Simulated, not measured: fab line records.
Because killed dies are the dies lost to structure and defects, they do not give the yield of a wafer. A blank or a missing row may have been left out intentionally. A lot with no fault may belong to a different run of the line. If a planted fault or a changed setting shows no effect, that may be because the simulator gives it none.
Struck lot and sound lot, side by side || flow n5_finfet || 16 out of 1938 route steps
Sound: wafers L228.1, L228.5, L228.6. Struck: wafers L232.2, L232.4. (L232.6 of the same lot was not struck and is left out.) The cause comes at the end.
At each step with rows: each side's tool, then ch and its chambers, then its first start. Under that, the readings that differ: sound wafers || struck wafers || difference of the means || sigmas: that difference in standard deviations of wafers without a fault.
alike: readings whose means differ by less than 2 such deviations, and words and numbers that are the same on both sides. not compared: withheld readings, readings that some wafer has no value for, bounds like >300 that may hide the same value, and numbers for which the record gives no deviation and whose values overlap.
A row with sigmas, a row that says differs or no value, or rows on one side alone: a step with any of these is where the two part. Non-overlapping numbers with no deviation appear without sigmas and do not part them. A reading missing from all wafers of one side parts the sides only when that side holds two or more wafers.

first, 7 steps without rows for these wafers: N5_HKMG_FIN_COAT_30 (time 60 s, resist thk 35 nm); N5_HKMG_FIN_COAT_06 (resist thk 90 nm); N5_HKMG_FIN_EBR_08; N5_HKMG_FIN_SOFTBAKE_07 (time 60 s); N5_HKMG_FIN_EXPOSE_09 (exposes mask NWFM); N5_HKMG_FIN_PEB_10 (peb time 60 s); N5_HKMG_FIN_DEVELOP_11 (develop time 30 s).
N5_HKMG_FIN_CD_MEAS_12: the cd target is 92.8 nm.
  sound on cd_sem-01 ch 0, day 4 03:28; struck on cd_sem-03 ch 0, day 5 03:47
  alike: cd_nm
N5_HKMG_FIN_OVL_MEAS_13:
  sound on overlay-01 ch 0, day 4 03:29; struck on overlay-01 ch 0, day 5 03:49
  alike: NWFM_OVL
N5_HKMG_FIN_INSPECT_14: inspects for defects (macro).
  sound on defect_inspect-01 at day 4 03:31; struck on defect_inspect-01 at day 5 03:50
  alike: raw_defect_count
N5_HKMG_FIN_DESCUM_17: chemistry O2, time 7.9 s.
  sound on rie_diel-03 ch 0,3, day 4 03:33; struck on rie_diel-03 ch 2,3, day 5 03:57
  alike: drypump_motor_current_A, oes_product_au, rf_vpp_V, showerhead_plenum_p_Torr, throttle_valve_pct
  not compared: rf_hours_counter_h
N5_HKMG_FIN_ETCH_31: etches SiARC in CF4, target depth 45.5 nm, time 75.8 s.
  sound on rie_diel-03 ch 0,3, day 4 03:35; struck on rie_diel-03 ch 2,3, day 5 03:59
  alike: cf4_flow_sccm, drypump_motor_current_A, etch_rf_on_time_s, oes_product_au, rf_vpp_V, showerhead_plenum_p_Torr, throttle_valve_pct
  not compared: rf_hours_counter_h
N5_HKMG_FIN_ETCH_32: etches SOC in N2/H2, target depth 240 nm, time 300 s.
  sound on rie_diel-03 ch 0,3, day 4 03:38; struck on rie_diel-03 ch 2,3, day 5 04:03
{"reading": "model.etch.depth_nm (nm)", "sound": "236.4 237.5 233.6", "struck": "201.6 201.4", "difference": -34.3, "sigmas": ""}
{"reading": "model.HKMG_FIN.feature_depth_nm (nm)", "sound": "236.4 237.4 233.6", "struck": "201.6 201.4", "difference": -34.3, "sigmas": ""}
{"reading": "model.SiARC_of_HKMG_FIN_COAT_30.thk_nm (nm)", "sound": "21.2 21.4 21.6", "struck": "23.8 23.4", "difference": "+2.2", "sigmas": ""}
  alike: drypump_motor_current_A, oes_product_au, rf_vpp_V, showerhead_plenum_p_Torr, throttle_valve_pct
  not compared: rf_hours_counter_h
then, 1 step without rows for these wafers: N5_HKMG_FIN_STRIP_33 (strips in N2/H2).
-- here the record skips 5 days between the struck wafers' starts before and after, leaving off in module HKMG_FIN and picking up in module BEOL_M4 (first step shown: number 1111 of the route) --
N5_BEOL_M4_RC_MEAS_101:
  sound on prober-01 ch 0, day 10 05:14; struck on prober-01 ch 0, day 10 03:08
  alike: DIBL_N, DIBL_P, IOFF_N, IOFF_P, ION_N, ION_P, SS_N, SS_P, VT_N, VT_P
then, 1 step without rows for these wafers: N5_PASSIVATION_PROBE_49.

== WHERE THEY PART ==
Nowhere in this record.

WHY: whatever the simulator had introduced
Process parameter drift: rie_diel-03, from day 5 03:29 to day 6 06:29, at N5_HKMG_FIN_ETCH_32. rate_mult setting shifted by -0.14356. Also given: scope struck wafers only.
